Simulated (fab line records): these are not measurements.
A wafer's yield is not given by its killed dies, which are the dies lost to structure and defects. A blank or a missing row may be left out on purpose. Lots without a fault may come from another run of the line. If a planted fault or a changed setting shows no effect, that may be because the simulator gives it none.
Matching of chambers | flow n5_finfet | 4 sister chambers for N5_BEOL_M14_DESCUM_33 on rie_diel-01
The step chemistry O2, time 7.9 s. 20 wafers are shown with their chamber, then 10 later ones without.

== WAFERS PAIRED WITH THEIR CHAMBERS ==
wafer  | chamber | drypump_motor_current_A (A) | showerhead_plenum_p_Torr (Torr) | oes_product_au (a.u.)
L077.4 | 1       | 6.1                         | 2.11                            | 0.81
L077.5 | 0       | 5.4                         | 2.13                            | 0.81
L077.6 | 2       | 4.9                         | 2.15                            | 0.86
L078.2 | 0       | 5.4                         | 2.13                            | 0.80
L078.3 | 2       | 4.9                         | 2.14                            | 0.86
L078.6 | 0       | 5.4                         | 2.13                            | 0.81
L080.2 | 0       | 5.4                         | 2.13                            | 0.80
L080.4 | 3       | 5.6                         | 2.15                            | 0.95
L080.5 | 3       | 5.6                         | 2.15                            | 0.95
L081.2 | 0       | 5.5                         | 2.13                            | 0.80
L081.5 | 2       | 4.9                         | 2.14                            | 0.85
L081.6 | 3       | 5.6                         | 2.15                            | 0.95
L086.1 | 3       | 5.6                         | 2.15                            | 0.92
L086.4 | 0       | 5.4                         | 2.13                            | 0.79
L086.6 | 0       | 5.4                         | 2.13                            | 0.79
L089.4 | 3       | 5.6                         | 2.15                            | 0.91
L089.5 | 0       | 5.4                         | 2.12                            | 0.78
L089.6 | 3       | 5.6                         | 2.15                            | 0.91
L091.1 | 0       | 5.4                         | 2.12                            | 0.78
L091.3 | 2       | 4.9                         | 2.14                            | 0.83

SIGNATURES, as means of the wafers listed above
reading                  | chamber 0 | chamber 1 | chamber 2 | chamber 3 | scatter within a chamber
drypump_motor_current_A  | 5.411     | 6.100     | 4.900     | 5.600     | 0.0236
showerhead_plenum_p_Torr | 2.1278    | 2.1100    | 2.1425    | 2.1500    | 0.0038
oes_product_au           | 0.7956    | 0.8100    | 0.8500    | 0.9317    | 0.0152
Rule: for each reading, subtract the chamber's mean from the wafer's reading, divide by that reading's scatter and square the result; add these up over the readings and take the root, which gives the wafer's distance from the chamber. If the next closest chamber is less than 2 further off than the closest, the wafer can't be placed; otherwise it belongs to the closest. The scatter: the root of (the sum of the squares of (reading less its chamber's mean) over the shown wafers, divided by (wafers less chambers)).

== WAFERS WITHOUT THEIR CHAMBER ==
wafer  | drypump_motor_current_A (A) | showerhead_plenum_p_Torr (Torr) | oes_product_au (a.u.)
L091.6 | 6.1                         | 2.10                            | 0.77
L090.1 | 6.1                         | 2.09                            | 0.77
L090.2 | 5.6                         | 2.15                            | 0.89
L090.3 | 4.9                         | 2.14                            | 0.82
L094.2 | 5.4                         | 2.12                            | 0.77
L094.3 | 6.1                         | 2.09                            | 0.77
L094.6 | 5.4                         | 2.12                            | 0.76
L097.2 | 6.1                         | 2.09                            | 0.76
L097.3 | 5.4                         | 2.12                            | 0.77
L097.5 | 5.4                         | 2.12                            | 0.78

== WHICH CHAMBER EACH WENT THROUGH ==
wafer  | from the rows above | in truth
L091.6 | 1                   | 1
L090.1 | 1                   | 1
L090.2 | 3                   | 3
L090.3 | 2                   | 2
L094.2 | 0                   | 0
L094.3 | 1                   | 1
L094.6 | 0                   | 0
L097.2 | 1                   | 1
L097.3 | 0                   | 0
L097.5 | 0                   | 0
10 of 10 placed correctly. Can't be placed from these rows: 0. Number placed wrongly: 0.
